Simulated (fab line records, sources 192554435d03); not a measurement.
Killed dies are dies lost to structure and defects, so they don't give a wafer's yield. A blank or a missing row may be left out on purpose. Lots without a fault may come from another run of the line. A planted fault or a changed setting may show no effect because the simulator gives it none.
Chamber matching | flow n5_finfet | N5_BEOL_M2_ETCH_63 on rie_diel-04: 4 sister chambers
The step etches SiARC in CF4, target depth 15.6 nm, time 26 s. 8 wafers are shown with their chamber, then 11 later ones without.

WAFERS WITH THEIR CHAMBER
wafer  | chamber | throttle_valve_pct (%) | drypump_motor_current_A (A)
L081.1 | 3       | 15.79                  | 5.6
L085.1 | 0       | 15.64                  | 5.5
L085.2 | 2       | 15.93                  | 5.9
L085.5 | 1       | 15.39                  | 6.1
L086.1 | 2       | 15.94                  | 5.8
L086.3 | 1       | 15.38                  | 6.1
L086.4 | 3       | 15.80                  | 5.6
L087.2 | 0       | 15.66                  | 5.5

WAFERS WITHOUT THEIR CHAMBER
wafer  | throttle_valve_pct (%) | drypump_motor_current_A (A)
L087.3 | 15.80                  | 5.6
L087.4 | 15.38                  | 6.1
L094.1 | 15.45                  | 5.8
L094.2 | 15.44                  | 6.1
L094.5 | 15.43                  | 6.1
L095.2 | 15.68                  | 5.5
L095.3 | 15.45                  | 6.1
L095.5 | 15.44                  | 6.1
L097.2 | 15.43                  | 6.1
L097.3 | 15.86                  | 5.7
L097.6 | 15.70                  | 5.5

WHICH CHAMBER EACH WENT THROUGH
wafer  | from the rows above     | in truth
L087.3 | 3                       | 3
L087.4 | 1                       | 1
L094.1 | 1                       | 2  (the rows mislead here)
L094.2 | 1                       | 1
L094.5 | 1                       | 1
L095.2 | 0                       | 0
L095.3 | 1                       | 1
L095.5 | 1                       | 1
L097.2 | 1                       | 1
L097.3 | can't be placed: 3 or 2 | 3
L097.6 | 0                       | 0
Placed correctly: 9 of 11. Can't be placed from these rows: 1 (the true chamber is among the candidates in 1). Placed wrongly: 1.
How it was worked out, from the rows above alone: a wafer's distance from a chamber is the root of the sum, over the readings, of the square of ((its reading less the chamber's mean) divided by the reading's scatter). The wafer belongs to the nearest chamber; if the next one is less than 2 further off, it can't be placed. A chamber's mean is the mean of its shown wafers. The scatter: the root of (the sum of the squares of (reading less its chamber's mean) over the shown wafers, divided by (wafers less chambers)).
